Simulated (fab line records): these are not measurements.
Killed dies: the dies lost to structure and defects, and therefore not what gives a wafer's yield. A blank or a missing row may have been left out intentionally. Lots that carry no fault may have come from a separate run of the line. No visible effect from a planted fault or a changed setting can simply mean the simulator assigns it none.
Which tool was responsible? :: flow nandHarc :: 13 lots with 37 wafers sampled at 6 steps, on a route of 1302 steps

## WHAT THE GAUGES READ, wafer by wafer
NHARC_A_DECK1_JOINT_THK_MEAS_17: measures by ellipsometry.
lot: L911
measured: day 12 18:07
on: filmMetro-01
thkNm (nm): 42.7 45.4 45.0

lot: L914
measured: day 14 02:13
on: filmMetro-02
thkNm (nm): 42.8 43.9 47.2

lot: L913
measured: day 14 02:08
on: filmMetro-01
thkNm (nm): 46.0 46.1 46.9

lot: L915
measured: day 14 10:41
on: filmMetro-02
thkNm (nm): 43.8 44.3 44.6

lot: L918
measured: day 15 14:20
on: filmMetro-01
thkNm (nm): 42.2

lot: L919
measured: day 16 07:14
on: filmMetro-01
thkNm (nm): 43.6 43.7 46.3

lot: L925
measured: day 18 10:31
on: filmMetro-01
thkNm (nm): 46.0 45.4 43.0

lot: L926
measured: day 19 04:07
on: filmMetro-02
thkNm (nm): 46.2 46.1 46.3

lot: L927
measured: day 19 10:11
on: filmMetro-02
thkNm (nm): 47.0 46.4 43.8

lot: L929
measured: day 20 00:18
on: filmMetro-02
thkNm (nm): 45.4 46.2 44.9

lot: L928
measured: day 20 00:26
on: filmMetro-01
thkNm (nm): 44.2 46.6 45.9

lot: L931
measured: day 21 05:59
on: filmMetro-02
thkNm (nm): 44.1 44.3 45.6

lot: L933
measured: day 21 19:31
on: filmMetro-01
thkNm (nm): 44.0 43.9 44.2

NHARC_A_ONON_D2_THK_MEAS_21: measures by ellipsometry.
lot: L911
measured: day 13 04:56
on: filmMetro-02
thkNm (nm): 1015 1012 1015

lot: L914
measured: day 14 15:23
on: filmMetro-02
thkNm (nm): 1013 1015 1014

lot: L913
measured: day 14 15:23
on: filmMetro-01
thkNm (nm): 981 982 983

lot: L915
measured: day 14 22:44
on: filmMetro-02
thkNm (nm): 989 990 989

lot: L918
measured: day 16 01:07
on: filmMetro-01
thkNm (nm): 1400 1399

lot: L919
measured: day 16 18:01
on: filmMetro-01
thkNm (nm): 1398 1004 1399 1401 1004 1400

lot: L925
measured: day 18 21:44
on: filmMetro-01
thkNm (nm): 991 990 990

lot: L926
measured: day 19 15:27
on: filmMetro-01
thkNm (nm): 983 984 984

lot: L927
measured: day 19 21:02
on: filmMetro-01
thkNm (nm): 1005 1005 1005

lot: L929
measured: day 20 14:24
on: filmMetro-02
thkNm (nm): 1006 1005 1004

lot: L928
measured: day 20 14:23
on: filmMetro-02
thkNm (nm): 1012 1013 1015

lot: L931
measured: day 21 17:08
on: filmMetro-01
thkNm (nm): 997 998 999

lot: L933
measured: day 22 08:38
on: filmMetro-02
thkNm (nm): 1016 1016 1015

NHARC_END_SORT_01.
lot: L911
measured: day 24 12:27
on: prober-01
killedAtArray: 39 47 52
killedAtOther: 0 0 0
killedAtPeriphery: 0 6 2
killedDies: 39 53 54
killedOpen: 1 5 4
killedShort: 1 4 6

lot: L914
measured: day 26 11:01
on: prober-01
killedAtArray: 103 81 86
killedAtOther: 2 1 3
killedAtPeriphery: 6 5 4
killedDies: 111 87 93
killedOpen: 3 2 7
killedShort: 2 2 1

lot: L913
measured: day 26 02:22
on: prober-01
killedAtArray: 25 34 35
killedAtOther: 0 0 1
killedAtPeriphery: 2 1 3
killedDies: 27 35 39
killedOpen: 0 3 3
killedShort: 1 2 3

lot: L915
measured: day 26 02:25
on: prober-02
killedAtArray: 53 46 49
killedAtOther: 3 2 3
killedAtPeriphery: 3 5 4
killedDies: 59 53 56
killedOpen: 1 2 6
killedShort: 3 6 1

lot: L918
measured: day 29 10:01
on: prober-02
killedAtArray: 673
killedAtOther: 1
killedAtPeriphery: 3
killedDies: 677
killedOpen: 3
killedShort: 6

lot: L919
measured: day 28 06:10
on: prober-01
killedAtArray: 675 37 673
killedAtOther: 1 2 3
killedAtPeriphery: 1 2 1
killedDies: 677 41 677
killedOpen: 6 0 4
killedShort: 0 4 1

lot: L925
measured: day 30 01:25
on: prober-02
killedAtArray: 75 63 85
killedAtOther: 3 3 1
killedAtPeriphery: 4 3 5
killedDies: 82 69 91
killedOpen: 6 7 4
killedShort: 3 6 3

lot: L926
measured: day 31 06:31
on: prober-02
killedAtArray: 44 34 35
killedAtOther: 1 1 1
killedAtPeriphery: 5 6 3
killedDies: 50 41 39
killedOpen: 3 4 5
killedShort: 3 2 2

lot: L927
measured: day 31 05:44
on: prober-01
killedAtArray: 61 75 72
killedAtOther: 0 0 1
killedAtPeriphery: 0 1 3
killedDies: 61 76 76
killedOpen: 1 1 7
killedShort: 3 1 2

lot: L929
measured: day 31 17:59
on: prober-02
killedAtArray: 27 57 26
killedAtOther: 0 1 1
killedAtPeriphery: 0 2 1
killedDies: 27 60 28
killedOpen: 4 5 4
killedShort: 0 3 3

lot: L928
measured: day 31 19:31
on: prober-01
killedAtArray: 55 43 44
killedAtOther: 2 0 0
killedAtPeriphery: 4 2 2
killedDies: 61 45 46
killedOpen: 2 4 3
killedShort: 2 0 0

lot: L931
measured: day 33 05:23
on: prober-02
killedAtArray: 25 32 25
killedAtOther: 6 0 1
killedAtPeriphery: 7 4 9
killedDies: 38 36 35
killedOpen: 5 7 3
killedShort: 2 0 5

lot: L933
measured: day 33 05:26
on: prober-01
killedAtArray: 56 55 42
killedAtOther: 2 1 0
killedAtPeriphery: 11 4 7
killedDies: 69 60 49
killedOpen: 5 4 4
killedShort: 2 0 1

## WHICH TOOL RAN EACH LOT (tool, then ch and the chambers of the sampled wafers, then the start)
lot: L911
NHARC_A_DECK1_JOINT_ETCHBACK_00: rieSi-04 ch 0,2,3, day 11 19:14
NHARC_A_ONON_D2_DEP_19: pecvdOnon-03 ch 0, day 13 04:28
NHARC_A_CHANNEL_HOLE_D2_DEP_01: pecvd-03 ch 0,1,2, day 13 11:38

lot: L914
NHARC_A_DECK1_JOINT_ETCHBACK_00: rieSi-04 ch 1,2, day 13 03:13
NHARC_A_ONON_D2_DEP_19: pecvdOnon-03 ch 0, day 14 14:59
NHARC_A_CHANNEL_HOLE_D2_DEP_01: pecvd-04 ch 0,1,2, day 14 19:44

lot: L913
NHARC_A_DECK1_JOINT_ETCHBACK_00: rieSi-01 ch 0,2,3, day 13 03:14
NHARC_A_ONON_D2_DEP_19: pecvdOnon-01 ch 0, day 14 14:56
NHARC_A_CHANNEL_HOLE_D2_DEP_01: pecvd-03 ch 0,1,2, day 14 19:42

lot: L915
NHARC_A_DECK1_JOINT_ETCHBACK_00: rieSi-06 ch 0,2,3, day 13 11:26
NHARC_A_ONON_D2_DEP_19: pecvdOnon-03 ch 0, day 14 22:16
NHARC_A_CHANNEL_HOLE_D2_DEP_01: pecvd-03 ch 0,1, day 15 03:22

lot: L918
NHARC_A_DECK1_JOINT_ETCHBACK_00: rieSi-06 ch 2, day 14 12:07
NHARC_A_ONON_D2_DEP_19: pecvdOnon-03 ch 0, day 16 00:40
NHARC_A_CHANNEL_HOLE_D2_DEP_01: -

lot: L919
NHARC_A_DECK1_JOINT_ETCHBACK_00: rieSi-01 ch 0,1,3, day 15 07:52
NHARC_A_ONON_D2_DEP_19: pecvdOnon-03 ch 0, day 16 17:34
NHARC_A_CHANNEL_HOLE_D2_DEP_01: pecvd-03 ch 2, day 17 00:21

lot: L925
NHARC_A_DECK1_JOINT_ETCHBACK_00: rieSi-01 ch 0,2,3, day 17 11:26
NHARC_A_ONON_D2_DEP_19: pecvdOnon-04 ch 0, day 18 21:16
NHARC_A_CHANNEL_HOLE_D2_DEP_01: pecvd-04 ch 0,1,2, day 19 03:55

lot: L926
NHARC_A_DECK1_JOINT_ETCHBACK_00: rieSi-06 ch 0,3, day 17 23:07
NHARC_A_ONON_D2_DEP_19: pecvdOnon-01 ch 0, day 19 15:07
NHARC_A_CHANNEL_HOLE_D2_DEP_01: pecvd-03 ch 0,1,2, day 19 22:28

lot: L927
NHARC_A_DECK1_JOINT_ETCHBACK_00: rieSi-01 ch 1,3, day 18 11:51
NHARC_A_ONON_D2_DEP_19: pecvdOnon-04 ch 0, day 19 20:38
NHARC_A_CHANNEL_HOLE_D2_DEP_01: pecvd-03 ch 0,1,2, day 20 02:13

lot: L929
NHARC_A_DECK1_JOINT_ETCHBACK_00: rieSi-04 ch 2,3, day 18 23:18
NHARC_A_ONON_D2_DEP_19: pecvdOnon-01 ch 0, day 20 13:54
NHARC_A_CHANNEL_HOLE_D2_DEP_01: pecvd-02 ch 1,2, day 20 18:43

lot: L928
NHARC_A_DECK1_JOINT_ETCHBACK_00: rieSi-01 ch 0,3, day 18 23:19
NHARC_A_ONON_D2_DEP_19: pecvdOnon-03 ch 0, day 20 13:59
NHARC_A_CHANNEL_HOLE_D2_DEP_01: pecvd-04 ch 0,2, day 20 18:39

lot: L931
NHARC_A_DECK1_JOINT_ETCHBACK_00: rieSi-04 ch 0,1,3, day 20 04:30
NHARC_A_ONON_D2_DEP_19: pecvdOnon-01 ch 0, day 21 16:38
NHARC_A_CHANNEL_HOLE_D2_DEP_01: pecvd-03 ch 0,1,2, day 21 21:25

lot: L933
NHARC_A_DECK1_JOINT_ETCHBACK_00: rieSi-04 ch 0,2,3, day 20 20:04
NHARC_A_ONON_D2_DEP_19: pecvdOnon-01 ch 0, day 22 08:08
NHARC_A_CHANNEL_HOLE_D2_DEP_01: pecvd-02 ch 0,2, day 22 12:57
- NHARC_A_DECK1_JOINT_ETCHBACK_00: etches the open film in HBr, target depth 30 nm, time 17.4 s.
- NHARC_A_ONON_D2_DEP_19: target thk 1000 nm.
- NHARC_A_CHANNEL_HOLE_D2_DEP_01: deposits SiON, target thk 140 nm.

## AS READ BY THE TOOLS THEMSELVES (means over the sampled wafers that have a number; for cases with no such wafer, the mark the record gives instead)
NHARC_A_DECK1_JOINT_ETCHBACK_00.
lot: L911
tool: rieSi-04
drypumpMotorCurrentA (A): 5.3
oesProductAu (a.u.): 1.004
throttleValvePct (%): 23.268

lot: L914
tool: rieSi-04
drypumpMotorCurrentA (A): 5.3
oesProductAu (a.u.): 1.013
throttleValvePct (%): 23.262

lot: L913
tool: rieSi-01
drypumpMotorCurrentA (A): 5.7
oesProductAu (a.u.): 1.001
throttleValvePct (%): 23.270

lot: L915
tool: rieSi-06
drypumpMotorCurrentA (A): 5.7
oesProductAu (a.u.): 1.005
throttleValvePct (%): 23.271

lot: L918
tool: rieSi-06
drypumpMotorCurrentA (A): 6.1
oesProductAu (a.u.): 1.013
throttleValvePct (%): 23.269

lot: L919
tool: rieSi-01
drypumpMotorCurrentA (A): 5.6
oesProductAu (a.u.): 0.999
throttleValvePct (%): 23.259

lot: L925
tool: rieSi-01
drypumpMotorCurrentA (A): 5.8
oesProductAu (a.u.): 1.002
throttleValvePct (%): 23.264

lot: L926
tool: rieSi-06
drypumpMotorCurrentA (A): 5.4
oesProductAu (a.u.): 1.007
throttleValvePct (%): 23.266

lot: L927
tool: rieSi-01
drypumpMotorCurrentA (A): 5.7
oesProductAu (a.u.): 0.999
throttleValvePct (%): 23.266

lot: L929
tool: rieSi-04
drypumpMotorCurrentA (A): 5.1
oesProductAu (a.u.): 1.004
throttleValvePct (%): 23.266

lot: L928
tool: rieSi-01
drypumpMotorCurrentA (A): 5.7
oesProductAu (a.u.): 1.016
throttleValvePct (%): 23.258

lot: L931
tool: rieSi-04
drypumpMotorCurrentA (A): 5.5
oesProductAu (a.u.): 1.000
throttleValvePct (%): 23.270

lot: L933
tool: rieSi-04
drypumpMotorCurrentA (A): 5.3
oesProductAu (a.u.): 0.996
throttleValvePct (%): 23.269

NHARC_A_CHANNEL_HOLE_D2_DEP_01.
lot: L911
tool: pecvd-03
chamberPressureTorr (Torr): 3.499
heaterPowerW (W): 740

lot: L914
tool: pecvd-04
chamberPressureTorr (Torr): 3.495
heaterPowerW (W): 839

lot: L913
tool: pecvd-03
chamberPressureTorr (Torr): 3.502
heaterPowerW (W): 763

lot: L915
tool: pecvd-03
chamberPressureTorr (Torr): 3.505
heaterPowerW (W): 895

lot: L919
tool: pecvd-03
chamberPressureTorr (Torr): 3.518
heaterPowerW (W): 759

lot: L925
tool: pecvd-04
chamberPressureTorr (Torr): 3.501
heaterPowerW (W): 851

lot: L926
tool: pecvd-03
chamberPressureTorr (Torr): 3.494
heaterPowerW (W): 753

lot: L927
tool: pecvd-03
chamberPressureTorr (Torr): 3.500
heaterPowerW (W): 780

lot: L929
tool: pecvd-02
chamberPressureTorr (Torr): 3.504
heaterPowerW (W): 793

lot: L928
tool: pecvd-04
chamberPressureTorr (Torr): 3.491
heaterPowerW (W): 743

lot: L931
tool: pecvd-03
chamberPressureTorr (Torr): 3.493
heaterPowerW (W): 750

lot: L933
tool: pecvd-02
chamberPressureTorr (Torr): 3.504
heaterPowerW (W): 858

## THE ANSWER, worked out from the rows above alone
Rule: the usual values come from the lots themselves. Put in order of their means at a reading, lots are off if they are a third of the lots or fewer, leave a main group of 4 or more, and stand apart from it by a gap of 3 or more times the standard deviation of the main group's means; of several such gaps the widest counts. The tables above print the reading to a certain number of digits; a main group whose means all agree to those digits is not used. Also off: a lot with no number at a reading for which 4 or more lots have one. Where the step has rows for the other lots, those lots are counted as sound. First the gauges in route order, then the tools' own readings, where a lot's mean is used as printed above. The first step at which some lot is off is used, and at that step the reading that is off furthest; a lot without a number counts as furthest.
Off at NHARC_A_ONON_D2_THK_MEAS_21 (thkNm): L918, L919. Mean 1001 nm and standard deviation 12 in the main group.
A tool fits if, at a process step before that reading, it ran every lot that is off, and no sound lot after the first of them. The gauges at NHARC_A_ONON_D2_THK_MEAS_21 aren't tried: what is off there is off at NHARC_END_SORT_01 too, on other tools, and a gauge's error can't cause that. Not one of the candidates tried fits.

## WHAT THE SIMULATOR PUT IN
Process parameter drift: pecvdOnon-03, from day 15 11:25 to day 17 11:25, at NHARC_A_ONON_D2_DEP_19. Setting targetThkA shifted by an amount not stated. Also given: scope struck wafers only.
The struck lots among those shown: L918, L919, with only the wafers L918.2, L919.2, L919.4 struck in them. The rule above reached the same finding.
